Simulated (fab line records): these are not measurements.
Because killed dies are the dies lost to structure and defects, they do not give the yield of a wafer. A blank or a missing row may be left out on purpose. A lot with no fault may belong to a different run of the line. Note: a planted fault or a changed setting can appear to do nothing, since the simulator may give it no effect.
Chamber matching + flow n5-finfet + N5_SD_EPI_P_ETCH_37 on rie-diel-05: 4 sister chambers
The step etches SOC in N2/H2, overetch 108 nm, time 486 s. 20 wafers are shown with their chamber, then 10 later ones without.

## WAFERS WITH THEIR CHAMBER
| wafer  | chamber | drypump-motor-current-A (A) | throttle-valve-pct (%) | showerhead-plenum-p-Torr (Torr) |
|--------|---------|-----------------------------|------------------------|---------------------------------|
| L075.1 | 3       | 5.5                         | 24.1                   | 2.64                            |
| L075.4 | 0       | 6.4                         | 24.2                   | 2.49                            |
| L075.5 | 3       | 5.5                         | 24.1                   | 2.64                            |
| L078.1 | 2       | 5.7                         | 23.5                   | 2.59                            |
| L078.5 | 0       | 6.4                         | 24.2                   | 2.48                            |
| L078.6 | 1       | 5.4                         | 23.3                   | 2.58                            |
| L081.2 | 2       | 5.7                         | 23.5                   | 2.59                            |
| L081.3 | 0       | 6.4                         | 24.2                   | 2.48                            |
| L081.6 | 3       | 5.5                         | 24.1                   | 2.63                            |
| L086.2 | 3       | 5.5                         | 24.2                   | 2.63                            |
| L086.3 | 0       | 6.4                         | 24.2                   | 2.48                            |
| L086.6 | 2       | 5.7                         | 23.6                   | 2.59                            |
| L087.1 | 2       | 5.7                         | 23.6                   | 2.59                            |
| L087.5 | 1       | 5.5                         | 23.3                   | 2.57                            |
| L087.6 | 2       | 5.7                         | 23.6                   | 2.59                            |
| L089.1 | 1       | 5.5                         | 23.3                   | 2.57                            |
| L089.3 | 2       | 5.7                         | 23.6                   | 2.58                            |
| L089.5 | 0       | 6.4                         | 24.2                   | 2.47                            |
| L091.2 | 0       | 6.4                         | 24.2                   | 2.47                            |
| L091.4 | 1       | 5.4                         | 23.3                   | 2.56                            |

SIGNATURES (means of the wafers above)
| reading                  | chamber 0 | chamber 1 | chamber 2 | chamber 3 | scatter within a chamber |
|--------------------------|-----------|-----------|-----------|-----------|--------------------------|
| drypump-motor-current-A  | 6.400     | 5.450     | 5.700     | 5.500     | 0.025                    |
| throttle-valve-pct       | 24.200    | 23.300    | 23.567    | 24.125    | 0.0361                   |
| showerhead-plenum-p-Torr | 2.4783    | 2.5700    | 2.5883    | 2.6350    | 0.00645                  |
Rule: a wafer's distance from a chamber is the root of the sum, over the readings, of the square of ((its reading less the chamber's mean) divided by the reading's scatter). If the next closest chamber is less than 2 further off than the closest, the wafer can't be placed; otherwise it belongs to the closest. The scatter: the root of (the sum of the squares of (reading less its chamber's mean) over the shown wafers, divided by (wafers less chambers)).

## WAFERS MISSING THEIR CHAMBER
| wafer  | drypump-motor-current-A (A) | throttle-valve-pct (%) | showerhead-plenum-p-Torr (Torr) |
|--------|-----------------------------|------------------------|---------------------------------|
| L091.6 | 5.7                         | 23.6                   | 2.58                            |
| L092.1 | 6.4                         | 24.2                   | 2.47                            |
| L092.2 | 5.4                         | 23.3                   | 2.56                            |
| L092.3 | 5.7                         | 23.6                   | 2.58                            |
| L094.1 | 5.8                         | 23.6                   | 2.58                            |
| L094.4 | 6.4                         | 24.2                   | 2.47                            |
| L094.5 | 5.5                         | 23.3                   | 2.56                            |
| L097.3 | 5.7                         | 23.6                   | 2.58                            |
| L097.4 | 5.5                         | 24.2                   | 2.63                            |
| L097.5 | 5.5                         | 24.2                   | 2.63                            |

## CHAMBER TAKEN BY EACH
| wafer  | from the rows above | in truth |
|--------|---------------------|----------|
| L091.6 | 2                   | 2        |
| L092.1 | 0                   | 0        |
| L092.2 | 1                   | 1        |
| L092.3 | 2                   | 2        |
| L094.1 | 2                   | 2        |
| L094.4 | 0                   | 0        |
| L094.5 | 1                   | 1        |
| L097.3 | 2                   | 2        |
| L097.4 | 3                   | 3        |
| L097.5 | 3                   | 3        |
Placed correctly: 10 of 10. Not placeable from these rows: 0. Wrongly placed: 0.
